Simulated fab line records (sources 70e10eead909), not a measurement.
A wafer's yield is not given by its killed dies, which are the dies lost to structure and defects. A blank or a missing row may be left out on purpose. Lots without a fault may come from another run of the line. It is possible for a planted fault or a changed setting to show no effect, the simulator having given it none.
Matching of chambers + flow nand harc + NHARC_A_CONTACT_DEP_24 on pecvd-01: 3 sister chambers
The step deposits SiO2, target thk 500 nm. 16 wafers are shown with their chamber, then 8 later ones without.

== EACH WAFER AND ITS CHAMBER ==
| wafer  | chamber | throttle valve pct (%) | heater power w (W) |
|--------|---------|------------------------|--------------------|
| L075.3 | 2       | 16.3                   | 566                |
| L075.4 | 1       | 16.5                   | 597                |
| L075.5 | 2       | 15.9                   | 434                |
| L077.1 | 2       | 16.3                   | 523                |
| L077.3 | 1       | 16.8                   | 590                |
| L077.4 | 1       | 16.9                   | 623                |
| L078.1 | 1       | 17.0                   | 520                |
| L078.2 | 0       | 15.6                   | 573                |
| L078.3 | 2       | 16.2                   | 556                |
| L082.2 | 1       | 16.8                   | 587                |
| L082.3 | 0       | 15.5                   | 591                |
| L082.4 | 0       | 15.4                   | 613                |
| L085.1 | 2       | 16.1                   | 536                |
| L085.4 | 0       | 15.6                   | 564                |
| L085.6 | 2       | 16.0                   | 557                |
| L088.1 | 0       | 15.2                   | 529                |

SIGNATURES, as means of the wafers listed above
| reading            | chamber 0 | chamber 1 | chamber 2 | scatter within a chamber |
|--------------------|-----------|-----------|-----------|--------------------------|
| throttle valve pct | 15.460    | 16.800    | 16.133    | 0.172                    |
| heater power w     | 574.00    | 583.40    | 528.67    | 40.9                     |
Rule: for a wafer and a chamber, the distance is found by dividing, reading by reading, the gap between the wafer's reading and the chamber's mean by the reading's scatter, squaring, summing and taking the root. If the next closest chamber is less than 2 further off than the closest, the wafer can't be placed; otherwise it belongs to the closest. The scatter: the root of (the sum of the squares of (reading less its chamber's mean) over the shown wafers, divided by (wafers less chambers)).

== WAFERS MISSING THEIR CHAMBER ==
| wafer  | throttle valve pct (%) | heater power w (W) |
|--------|------------------------|--------------------|
| L088.4 | 16.1                   | 464                |
| L088.6 | 15.4                   | 576                |
| L093.1 | 16.1                   | 544                |
| L093.2 | 15.4                   | 598                |
| L093.6 | 16.4                   | 581                |
| L094.1 | 16.2                   | 555                |
| L094.4 | 15.3                   | 621                |
| L094.5 | 16.0                   | 579                |

== WHICH CHAMBER EACH ONE RAN IN ==
| wafer  | from the rows above     | in truth                   |
|--------|-------------------------|----------------------------|
| L088.4 | 2                       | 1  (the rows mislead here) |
| L088.6 | 0                       | 0                          |
| L093.1 | 2                       | 2                          |
| L093.2 | 0                       | 0                          |
| L093.6 | can't be placed: 2 or 1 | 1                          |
| L094.1 | 2                       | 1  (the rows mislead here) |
| L094.4 | 0                       | 0                          |
| L094.5 | can't be placed: 2 or 0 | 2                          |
Correct placement for 4 of the 8. From these rows, 2 cannot be placed; in 2 the true chamber is one of the candidates. Number placed wrongly: 2.
